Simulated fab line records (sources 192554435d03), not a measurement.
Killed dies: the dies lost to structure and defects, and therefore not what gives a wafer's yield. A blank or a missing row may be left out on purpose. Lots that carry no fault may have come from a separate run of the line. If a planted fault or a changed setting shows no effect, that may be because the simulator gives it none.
Matching of chambers ; flow n5 finfet ; N5_BEOL_M5_CURE_79 on uv cure-03: 3 sister chambers
The step cures SiCOH lowk, time 240 s. 18 wafers are shown with their chamber, then 9 later ones without.

== WAFERS PAIRED WITH THEIR CHAMBERS ==
wafer;chamber;wafer_temp_C_max;lamp power pct (%)
L075.1;2;387.3;52.26
L075.3;2;386.9;52.39
L075.5;2;387.3;52.42
L076.1;1;386.8;52.32
L076.2;1;386.7;52.33
L076.6;1;386.9;52.28
L081.2;0;386.5;52.32
L081.3;0;386.7;52.38
L081.5;0;387.1;52.28
L079.1;0;387.9;52.31
L079.2;0;386.8;52.30
L079.5;0;387.3;52.27
L079.3;0;387.0;52.35
L079.4;0;387.8;52.42
L079.6;0;386.9;52.36
L082.2;1;386.3;52.25
L082.5;1;386.5;52.27
L082.6;1;386.5;52.29

SIGNATURES (averages over the wafers above)
reading;chamber 0;chamber 1;chamber 2;scatter within a chamber
wafer_temp_C_max;387.111;386.617;387.167;0.382
lamp power pct;52.3322;52.2900;52.3567;0.0506
Rule: a wafer's distance from a chamber is the root of the sum, over the readings, of the square of ((its reading less the chamber's mean) divided by the reading's scatter). If the next closest chamber is less than 2 further off than the closest, the wafer can't be placed; otherwise it belongs to the closest. The scatter is the square root of a quotient: the sum, over the shown wafers, of each reading's squared deviation from its chamber's mean, divided by wafers minus chambers.

== WAFERS MISSING THEIR CHAMBER ==
wafer;wafer_temp_C_max;lamp power pct (%)
L092.1;386.7;52.30
L092.4;386.5;52.43
L092.5;386.6;52.26
L089.3;386.6;52.25
L089.4;386.4;52.37
L089.6;387.0;52.38
L095.1;386.8;52.24
L095.3;387.4;52.31
L095.4;386.3;52.31

== WHICH CHAMBER EACH ONE RAN IN ==
wafer;from the rows above;in truth
L092.1;can't be placed: 1 or 0 or 2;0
L092.4;can't be placed: 2 or 0 or 1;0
L092.5;can't be placed: 1 or 0 or 2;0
L089.3;can't be placed: 1 or 0 or 2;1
L089.4;can't be placed: 1 or 0 or 2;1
L089.6;can't be placed: 2 or 0 or 1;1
L095.1;can't be placed: 1 or 0 or 2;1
L095.3;can't be placed: 0 or 2 or 1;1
L095.4;can't be placed: 1 or 0 or 2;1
Correctly placed: 0 of 9. Unplaceable from these rows: 9, with the true chamber sitting among the candidates in 9. Wrongly placed: 0.
